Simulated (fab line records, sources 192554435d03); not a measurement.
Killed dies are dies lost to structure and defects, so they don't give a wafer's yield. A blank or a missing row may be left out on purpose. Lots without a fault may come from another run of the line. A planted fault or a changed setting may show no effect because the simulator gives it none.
fab line records | flow n5_finfet
record lots=9 wafers=27 last_day=18
route steps=1938 shown MOL_CONTACT_COAG@573 BEOL_M4@1111
lots that met no fault: from a run of the same line without faults
start_h: hours from the record's first day to the start of the lot's first wafer shown | wait_h: hours since the lot's step before | " the same as in the row above | L1.1+2: a row that stands for several wafers | - no value, or no start given | * or withheld: withheld | < > ~ a bound
route shown NAME@n: a module of which the file shows steps, and the number in the route of the first | usual: mean/standard deviation of fault-free wafers | same: alike in all rows | chamber/n: place in a boat | sites: the reading at each site | _std_site: their standard deviation | _edge_site: outer sites' mean less inner sites' | radius_mm: how far each site lies from the wafer's centre | mask NAME#n: copy n | behind: the tool/chamber that last shaped the wafer | hold: why the lot was held/for how many hours/how that ended | device: the transistor (n, p or np) that didn't switch | end of line: the same wafers' tests at the end of the route | a step without rows: its recipe alone | killed: dies lost to structure and defects at the first sort, not the wafer's yield | map: a wafer's dies, x killed, . not, _ none there
set.NAME: the setting as run; set.NAME@STEP: as run at that earlier step | model.NAME: the simulator's own value behind a step, which no gauge read
steps of the route over a sample of lots; a table a step, a row a wafer
services: from which hour (start_h, from the record's first day; less than 0 if before it) a tool's chamber was out of use, for how many hours, and why
## steps
# step N5_MOL_CONTACT_COAG_CD_MEAS_84
# recipe target_cd_nm=25.1 landing_energy_ev=500 detector=se_inlens polarity=opening
# usual cd_nm=25.06/0.23
# columns lot.wafer tool chamber start_h wait_h cd_nm
L755.2 cd_sem-03 0 100.94 - 24.88
L755.3 " 0 " " 25.12
L755.6 " 0 " " 25.06
L758.2 cd_sem-02 0 114.96 - 25.15
L758.3 " 0 " " 24.99
L758.6 " 0 " " 25.14
L765.3 cd_sem-03 0 152.84 - 25.22
L765.4 " 0 " " 25.22
L765.6 " 0 " " 24.84
L767.1 cd_sem-02 0 168.85 - 25.05
L767.3 " 0 " " 25.18
L767.4 " 0 " " 25.27
L768.3 cd_sem-03 0 173.53 - 24.74
L768.4 " 0 " " 25.31
L768.5 " 0 " " 25.23
L769.1 cd_sem-02 0 181.00 - 24.83
L769.3 " 0 " " 24.94
L769.4 " 0 " " 25.04
L773.1 cd_sem-02 0 220.91 - 25.48
L773.2 " 0 " " 24.83
L773.3 " 0 " " 24.77
L775.3 cd_sem-02 0 223.38 - 24.94
L775.5 " 0 " " 24.92
L775.6 " 0 " " 25.51
L776.1 cd_sem-03 0 227.20 - 25.24
L776.3 " 0 " " 25.06
L776.6 " 0 " " 25.43
# step N5_MOL_CONTACT_COAG_ETCH_91
# recipe chemistry=N2/H2 target=SOC target_depth_a=600 overetch_a=210 mask_material=SiARC temp_c=40 time_s=101.2 ion_energy_ev=200 pressure_mtorr=30 source_w=840 bias_w=150 n2_flow_sccm=200 h2_flow_sccm=200
# usual chamber_pressure_mTorr=29.999/0.027 drypump_motor_current_A=5.8/0.43 oes_product_au=0.68/0.068 rf_fwd_power_W=835.5/2.9 rf_vpp_V=524.6/2.6 showerhead_plenum_p_Torr=2.57/0.091 throttle_valve_pct=17.71/0.23
# columns lot.wafer tool chamber start_h wait_h chamber_pressure_mTorr drypump_motor_current_A oes_product_au rf_fwd_power_W rf_hours_counter_h rf_vpp_V showerhead_plenum_p_Torr throttle_valve_pct
L755.2 rie_diel-02 1 101.96 0.0 30.016 5.3 0.76 837.5 26 524.2 2.61 17.69
L755.3 " 0 " " 29.991 5.8 0.63 828.6 161 521.4 2.43 17.71
L755.6 " 3 " " 30.004 5.7 0.59 835.0 - 525.7 2.61 17.88
L758.2 rie_diel-04 3 115.61 0.0 29.952 6.5 0.62 836.5 176 527.1 2.63 17.82
L758.3 " 0 " " 30.040 5.2 0.56 833.8 242 522.4 2.49 17.49
L758.6 " 3 " " 29.962 6.5 0.61 838.1 - 527.0 2.63 17.83
L765.3 rie_diel-02 0 153.38 0.0 30.020 5.8 0.62 832.6 181 519.6 2.42 17.75
L765.4 " 3 " " 29.921 5.7 0.78 831.6 7 526.0 2.60 17.45
L765.6 " 2 " " 30.002 6.2 0.69 837.9 - 529.2 2.67 17.48
L767.1 rie_diel-02 3 170.02 0.0 29.996 5.7 0.76 836.3 13 525.9 2.60 17.46
L767.3 " 0 " " 29.995 5.8 0.61 832.6 187 519.1 2.41 17.77
L767.4 " 2 " " 29.999 6.2 0.69 836.8 75 527.4 2.67 17.49
L768.3 rie_diel-04 2 174.05 0.0 30.016 5.8 0.58 840.0 238 523.9 2.50 17.91
L768.4 " 3 " " 29.994 6.5 0.60 837.9 - 525.3 2.62 17.88
L768.5 " 2 " " 29.993 5.8 0.58 837.1 - 522.6 2.50 17.90
L769.1 rie_diel-05 1 181.80 0.0 29.973 5.7 0.71 841.4 48 520.6 2.48 17.84
L769.3 " 0 " " 29.994 5.8 0.75 827.5 26 521.7 2.49 17.74
L769.4 " 2 " " 29.979 6.6 0.58 830.5 242 525.9 2.63 18.29
L773.1 rie_diel-04 1 221.55 0.0 30.027 5.4 0.72 836.6 53 525.3 2.59 17.66
L773.2 " 3 " " 30.000 6.5 0.60 830.9 218 525.6 2.61 17.89
L773.3 " 0 " " 29.966 5.2 0.76 836.6 9 523.6 2.48 17.12
L775.3 rie_diel-02 1 223.85 0.0 30.044 5.3 0.70 836.7 72 525.1 2.59 17.76
L775.5 " 3 " " 30.002 5.7 0.73 836.3 - 523.8 2.59 17.47
L775.6 " 2 " " 30.021 6.2 0.67 835.4 - 528.0 2.66 17.55
L776.1 rie_diel-02 1 227.91 0.0 30.019 5.2 0.70 833.5 73 524.2 2.59 17.77
L776.3 " 3 " " 30.023 5.7 0.73 836.8 32 525.8 2.59 17.49
L776.6 " 3 " " 29.969 5.6 0.72 834.0 - 526.1 2.59 17.49
# step N5_MOL_CONTACT_COAG_ETCHBACK_135
# recipe chemistry=CHF3 target=SiO2 target_depth_a=250 time_s=16.7 ion_energy_ev=200 pressure_mtorr=30 source_w=610 bias_w=170 Ar_flow_sccm=200 CHF3_flow_sccm=50
# usual CHF3_flow_sccm=50.00/0.15 bias_w=170.0/0.51 chamber_pressure_mTorr=30.003/0.027 drypump_motor_current_A=5.7/0.43 oes_product_au=0.82/0.085 rf_fwd_power_W=600/3.1 rf_vpp_V=527/11 showerhead_plenum_p_Torr=2.40/0.078 throttle_valve_pct=18.58/0.2
# columns lot.wafer tool chamber start_h wait_h CHF3_flow_sccm bias_w chamber_pressure_mTorr drypump_motor_current_A oes_product_au rf_fwd_power_W rf_hours_counter_h rf_vpp_V showerhead_plenum_p_Torr throttle_valve_pct
L755.2 rie_diel-02 1 102.05 0.0 50.00 170.4 29.961 5.2 0.91 602 26 524 2.42 18.49
L755.3 " 0 " " 50.00 169.4 30.017 5.8 0.75 595 161 541 2.28 18.64
L755.6 " 3 " " 49.86 169.7 29.992 5.7 0.70 599 - 544 2.44 18.68
L758.2 rie_diel-04 3 115.71 0.0 49.67 170.6 29.999 6.5 0.73 599 176 526 2.44 18.66
L758.3 " 0 " " 49.96 169.4 30.031 5.2 0.67 601 242 544 2.34 18.50
L758.6 " 3 " " 49.90 170.6 29.998 6.5 0.73 599 - 527 2.44 18.63
L765.3 rie_diel-02 0 153.47 0.0 49.89 169.3 30.061 5.8 0.73 593 181 542 2.27 18.66
L765.4 " 3 " " 50.03 170.5 29.962 5.7 0.93 602 7 543 2.43 18.30
L765.6 " 2 " " 50.10 170.2 30.054 6.2 0.82 602 - 508 2.49 18.43
L767.1 rie_diel-02 3 170.11 0.0 49.88 170.2 30.024 5.7 0.91 602 13 543 2.43 18.31
L767.3 " 0 " " 49.95 169.6 30.025 5.8 0.72 596 187 541 2.27 18.69
L767.4 " 2 " " 50.02 169.9 30.038 6.2 0.81 600 75 506 2.49 18.42
L768.3 rie_diel-04 2 174.14 0.0 49.94 169.7 29.970 5.8 0.70 600 238 527 2.34 18.89
L768.4 " 3 " " 50.00 169.4 30.004 6.5 0.72 594 - 524 2.44 18.68
L768.5 " 2 " " 49.89 170.3 29.988 5.8 0.69 600 - 527 2.34 18.88
L769.1 rie_diel-05 1 181.89 0.0 49.77 170.3 30.006 5.6 0.86 605 48 523 2.31 18.67
L769.3 " 0 " " 50.13 171.2 29.976 5.8 0.90 599 26 519 2.32 18.51
L769.4 " 2 " " 50.03 170.0 30.042 6.6 0.69 599 242 516 2.45 19.09
L773.1 rie_diel-04 1 221.64 0.0 - - - - - - - - - -
L773.2 " 3 " " - - - - - - - - - -
L773.3 " 0 " " - - - - - - - - - -
L775.3 rie_diel-02 1 223.94 0.0 - - - - - - - - - -
L775.5 " 3 " " - - - - - - - - - -
L775.6 " 2 " " - - - - - - - - - -
L776.1 rie_diel-02 1 228.00 0.0 - - - - - - - - - -
L776.3 " 3 " " - - - - - - - - - -
L776.6 " 3 " " - - - - - - - - - -
# step N5_MOL_CONTACT_COAG_STRIP_96
# recipe chemistry=N2/H2 power_w=500 temp_c=40 pressure_mtorr=50 rf_frequency_hz=6e+07 overash_fraction=0.3 bias_power_w=28 h2_frac=0.5 n2_flow_sccm=300 h2_flow_sccm=300
# usual chamber_pressure_mTorr=50.00/0.066 drypump_motor_current_A=5.8/0.42 oes_product_au=0.82/0.085 rf_vpp_V=122.0/1.2 showerhead_plenum_p_Torr=3.39/0.12 throttle_valve_pct=18.80/0.29
# columns lot.wafer tool chamber start_h wait_h chamber_pressure_mTorr drypump_motor_current_A oes_product_au rf_hours_counter_h rf_vpp_V showerhead_plenum_p_Torr throttle_valve_pct
L755.2 rie_diel-02 1 102.15 0.0 49.94 5.3 0.90 26 121.1 3.44 18.76
L755.3 " 0 " " 49.94 5.8 0.74 161 120.0 3.21 18.85
L755.6 " 3 " " 50.03 5.7 0.70 - 120.2 3.44 19.03
L758.2 rie_diel-04 3 115.80 0.0 49.95 6.5 0.73 177 125.3 3.47 18.93
L758.3 " 0 " " 50.11 5.2 0.68 242 123.6 3.29 18.31
L758.6 " 3 " " 50.01 6.5 0.74 - 121.4 3.47 18.91
L765.3 rie_diel-02 0 153.57 0.0 49.95 5.8 0.72 181 123.1 3.20 18.89
L765.4 " 3 " " 49.94 5.7 0.95 7 123.4 3.43 18.68
L765.6 " 2 " " 50.12 6.2 0.83 - 123.9 3.52 18.48
L767.1 rie_diel-02 3 170.21 0.0 50.09 5.7 0.92 13 120.8 3.43 18.69
L767.3 " 0 " " 49.94 5.8 0.72 187 120.2 3.20 18.90
L767.4 " 2 " " 50.11 6.2 0.83 76 120.4 3.52 18.50
L768.3 rie_diel-04 2 174.24 0.0 50.00 5.8 0.69 238 123.0 3.30 18.79
L768.4 " 3 " " 49.89 6.5 0.72 - 122.5 3.46 18.95
L768.5 " 2 " " 50.05 5.8 0.70 - 121.6 3.30 18.78
L769.1 rie_diel-05 1 181.99 0.0 49.99 5.7 0.86 48 120.8 3.28 19.00
L769.3 " 0 " " 50.00 5.8 0.90 26 122.3 3.30 18.97
L769.4 " 2 " " 49.87 6.6 0.70 242 122.3 3.48 19.42
L773.1 rie_diel-04 1 221.74 0.0 50.09 5.4 0.86 53 122.8 3.42 18.61
L773.2 " 3 " " 49.96 6.5 0.70 218 123.3 3.45 19.01
L773.3 " 0 " " 50.00 5.2 0.93 9 120.5 3.28 17.95
L775.3 rie_diel-02 1 224.04 0.0 50.03 5.3 0.84 72 121.8 3.41 18.83
L775.5 " 3 " " 50.13 5.7 0.89 - 123.4 3.42 18.71
L775.6 " 2 " " 50.03 6.2 0.81 - 121.2 3.51 18.50
L776.1 rie_diel-02 1 228.10 0.0 49.98 5.2 0.84 73 124.5 3.41 18.88
L776.3 " 3 " " 49.89 5.7 0.88 32 122.4 3.42 18.72
L776.6 " 3 " " 50.18 5.7 0.89 - 123.0 3.42 18.72
# step N5_BEOL_M4_RC_MEAS_101
# usual DIBL_N=36.2/1.6 DIBL_P=36.5/1.9 IOFF_N=0.158/0.027 IOFF_P=0.21/0.038 ION_N=675/12 ION_P=464/8.9 SS_N=71.5/0.61 SS_P=73.4/0.59 VT_N=250.4/3 VT_P=-250/3.6
# columns lot.wafer tool chamber start_h wait_h DIBL_N[mV/V] DIBL_P[mV/V] IOFF_N[nA/um] IOFF_P[nA/um] ION_N[uA/um] ION_P[uA/um] SS_N[mV/dec] SS_P[mV/dec] VT_N[mV] VT_P[mV]
L755.2 prober-02 0 167.34 0.2 34.3 35.5 0.138 0.19 668 457 70.9 72.3 252.3 -251
L755.3 " 0 " " 36.1 38.0 0.161 0.24 682 466 71.5 72.9 252.3 -251
L755.6 " 0 " " 36.9 38.7 0.184 0.25 688 465 72.0 73.2 249.9 -246
L758.2 prober-01 0 185.63 0.2 36.9 36.6 0.154 0.22 666 461 72.4 73.5 254.4 -251
L758.3 " 0 " " 38.4 37.3 0.171 0.22 669 461 71.9 74.1 251.4 -252
L758.6 " 0 " " 36.7 35.5 0.148 0.20 670 458 71.7 72.9 253.9 -252
L765.3 prober-01 0 217.45 0.3 35.0 35.7 0.139 0.19 672 468 71.4 73.3 252.1 -252
L765.4 " 0 " " 35.1 35.6 0.144 0.20 683 468 71.3 72.9 252.2 -251
L765.6 " 0 " " 34.2 33.3 0.128 0.17 671 462 70.5 73.1 254.2 -252
L768.3 prober-02 0 249.91 0.3 36.5 35.8 0.149 0.23 669 466 72.0 73.0 250.0 -248
L768.4 " 0 " " 35.6 35.8 0.133 0.24 668 473 71.4 73.2 252.2 -245
L768.5 " 0 " " 36.6 36.3 0.158 0.24 687 477 71.9 73.9 248.9 -247
L767.1 prober-02 0 251.76 0.0 34.4 33.6 0.128 0.15 658 446 70.3 72.3 251.3 -258
L767.3 " 0 " " 37.1 37.9 0.175 0.22 672 456 71.5 74.1 248.8 -250
L767.4 " 0 " " 36.1 35.3 0.154 0.17 674 456 71.2 72.9 248.4 -251
L769.1 prober-01 0 255.25 0.0 36.2 37.1 0.157 0.25 685 473 70.6 73.1 247.2 -246
L769.3 " 0 " " 39.3 40.7 0.232 0.31 699 480 72.4 74.5 243.7 -241
L769.4 " 0 " " 38.4 39.7 0.198 0.31 686 474 71.0 74.5 244.2 -240
L773.1 prober-01 0 281.24 0.0 35.9 35.2 0.144 0.20 699 475 71.7 73.5 248.9 -250
L773.2 " 0 " " 37.0 37.2 0.162 0.23 691 467 71.6 74.1 248.4 -251
L773.3 " 0 " " 38.6 40.1 0.212 0.30 705 488 72.1 74.0 245.7 -242
L776.1 prober-02 0 302.58 0.0 35.7 35.7 0.158 0.18 677 459 71.2 72.7 248.8 -254
L776.3 " 0 " " 36.8 38.1 0.175 0.23 666 457 71.6 73.8 247.5 -250
L776.6 " 0 " " 35.6 36.5 0.165 0.20 677 468 71.4 72.8 248.2 -251
L775.3 prober-02 0 307.86 0.3 38.4 36.8 0.179 0.26 673 468 72.1 73.3 249.6 -247
L775.5 " 0 " " 37.6 36.5 0.163 0.25 666 467 72.0 74.1 249.4 -247
L775.6 " 0 " " 37.1 35.7 0.161 0.22 658 457 72.8 73.2 253.0 -247
## services
# columns tool chamber start_h hours kind
rie_diel-05 0 81.23 - clean
rie_diel-05 0 81.23 - consumable_replace:focus_ring
rie_diel-05 0 81.23 18.0 scheduled_down
rie_diel-05 0 81.23 18.0 vent_cycle
rie_diel-02 - 93.56 0.3 repair
rie_diel-02 3 113.81 - clean
rie_diel-02 3 113.81 - consumable_replace:focus_ring
rie_diel-04 0 163.15 - clean
rie_diel-04 0 163.15 - consumable_replace:focus_ring
rie_diel-04 0 163.15 21.2 scheduled_down
rie_diel-04 0 163.15 21.2 vent_cycle
rie_diel-04 2 165.46 6.9 repair
rie_diel-05 2 206.62 - clean
rie_diel-05 2 206.62 - consumable_replace:focus_ring
rie_diel-05 2 206.62 23.4 scheduled_down
rie_diel-05 2 206.62 23.4 vent_cycle
rie_diel-04 0 212.51 4.9 repair
rie_diel-04 2 214.43 1.4 repair
rie_diel-04 2 217.64 - clean
rie_diel-04 2 217.64 - consumable_replace:focus_ring
rie_diel-04 2 217.64 18.5 scheduled_down
rie_diel-04 2 217.64 18.5 vent_cycle
## key
first_sign step=N5_MOL_CONTACT_COAG_ETCHBACK_135 reading=tool_record direction=missing
effect none on later readings
met_at N5_MOL_CONTACT_COAG_ETCHBACK_135
struck_lots L773,L775,L776
not_acting_at N5_MOL_CONTACT_COAG_CD_MEAS_84,N5_MOL_CONTACT_COAG_ETCH_91,N5_MOL_CONTACT_COAG_STRIP_96
onset_between 174.14 221.64
fault kind=skipped_step_whole tool=rie_diel-02,rie_diel-04 chamber=- onset_h=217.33 steps=N5_MOL_CONTACT_COAG_ETCHBACK_135 scope=struck_lots_only
